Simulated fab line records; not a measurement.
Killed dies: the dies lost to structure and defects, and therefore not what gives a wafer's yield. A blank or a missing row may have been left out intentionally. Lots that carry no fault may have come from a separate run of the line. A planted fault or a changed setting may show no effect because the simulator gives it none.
A single fault, viewed from 3 desks || flow nandHarc || numbers are kept per desk, each desk with only its own; the story behind them comes last

## THE TOOL OWNER'S DESK: pecvd-02
The tool's own readings at NHARC_P_M0_PRE_CLEAN_31 (time 12 s): means of the sampled wafers that have a number, for each lot that ran on this tool. If a lot's mean is further than 4 standard deviations from the usual mean, the lot is out of limits and carries the mark OUT (the distance appears in the brackets).
Columns: A = heaterPowerW at NHARC_P_M0_PRE_CLEAN_31, usual 611 W
{"lot": "L655", "first seen here": "day 6 00:17", "A": 587}
{"lot": "L666", "first seen here": "day 9 05:19", "A": 598}
{"lot": "L671", "first seen here": "day 10 03:37", "A": 623}
{"lot": "L670", "first seen here": "day 10 04:14", "A": 692}
This desk found nothing out of limits on any of the 4 lots.

## THE DEFECT DESK
For each lot, the counts of the inspections along the route, averaged over the sampled wafers that have a number. If a lot's mean is further than 4 standard deviations from the usual mean, the lot is out of limits and carries the mark OUT (the distance appears in the brackets).
Columns: A = rawDefectCount at NHARC_P_M1_INSPECT_11, usual 4.3
{"lot": "L655", "first seen here": "day 6 01:36", "A": 5.3}
{"lot": "L656", "first seen here": "day 6 08:20", "A": 4.0}
{"lot": "L657", "first seen here": "day 6 15:28", "A": 2.3}
{"lot": "L660", "first seen here": "day 7 11:17", "A": 4.7}
{"lot": "L661", "first seen here": "day 7 21:35", "A": 4.0}
{"lot": "L662", "first seen here": "day 7 22:44", "A": 4.0}
{"lot": "L664", "first seen here": "day 8 12:07", "A": 5.3}
{"lot": "L666", "first seen here": "day 9 06:37", "A": 4.0}
{"lot": "L669", "first seen here": "day 9 22:23", "A": 3.3}
{"lot": "L671", "first seen here": "day 10 05:04", "A": "197.7 (+84) OUT"}
{"lot": "L670", "first seen here": "day 10 05:43", "A": "101.0 (+42) OUT"}
{"lot": "L674", "first seen here": "day 11 00:32", "A": 3.0}
Finding of this desk: L670, L671 out of limits; the first was L671 at day 10 05:04, on rawDefectCount at NHARC_P_M1_INSPECT_11. L655, L656, L657, L660, L661, L662, L664, L666, L669, L674: within limits.

## FROM THE METROLOGY DESK
Means of the sampled wafers that have a number, per lot and without regard to the tool the lot ran on: this is what the gauges read. If a lot's mean is further than 4 standard deviations from the usual mean, the lot is out of limits and carries the mark OUT (the distance appears in the brackets).
Columns: A = thkNm at NHARC_P_M0_THK_MEAS_24, usual 118.0 nm
{"lot": "L655", "first seen here": "day 6 00:04", "A": 117.3}
{"lot": "L656", "first seen here": "day 6 06:40", "A": 117.3}
{"lot": "L657", "first seen here": "day 6 13:55", "A": 117.4}
{"lot": "L660", "first seen here": "day 7 09:38", "A": 118.3}
{"lot": "L661", "first seen here": "day 7 19:55", "A": 116.1}
{"lot": "L662", "first seen here": "day 7 21:03", "A": 118.2}
{"lot": "L664", "first seen here": "day 8 10:26", "A": 118.4}
{"lot": "L666", "first seen here": "day 9 05:05", "A": 117.0}
{"lot": "L669", "first seen here": "day 9 20:42", "A": 119.3}
{"lot": "L671", "first seen here": "day 10 03:23", "A": 118.8}
{"lot": "L670", "first seen here": "day 10 04:01", "A": 116.4}
{"lot": "L674", "first seen here": "day 10 22:25", "A": 119.2}
This desk found nothing out of limits on any of the 12 lots.

## TAKEN TOGETHER
The defect desk could have raised an alarm at day 10 05:04, on L670, L671.
Nothing out of limits was seen by the tool owner's desk.
The metrology desk saw nothing out of limits.
Tool owner's desk: L670, L671 on record, inside its limits.
The metrology desk has L670, L671 on record, within its limits.
The lots listed all ran NHARC_P_M0_PRE_CLEAN_31 on pecvd-02.

## WHAT THE SIMULATOR HAD PUT IN
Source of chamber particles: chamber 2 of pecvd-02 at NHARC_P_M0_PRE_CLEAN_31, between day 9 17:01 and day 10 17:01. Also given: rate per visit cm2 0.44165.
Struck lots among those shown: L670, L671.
Hours from the fault's start to each desk's first reading out of limits: the defect desk, 12.
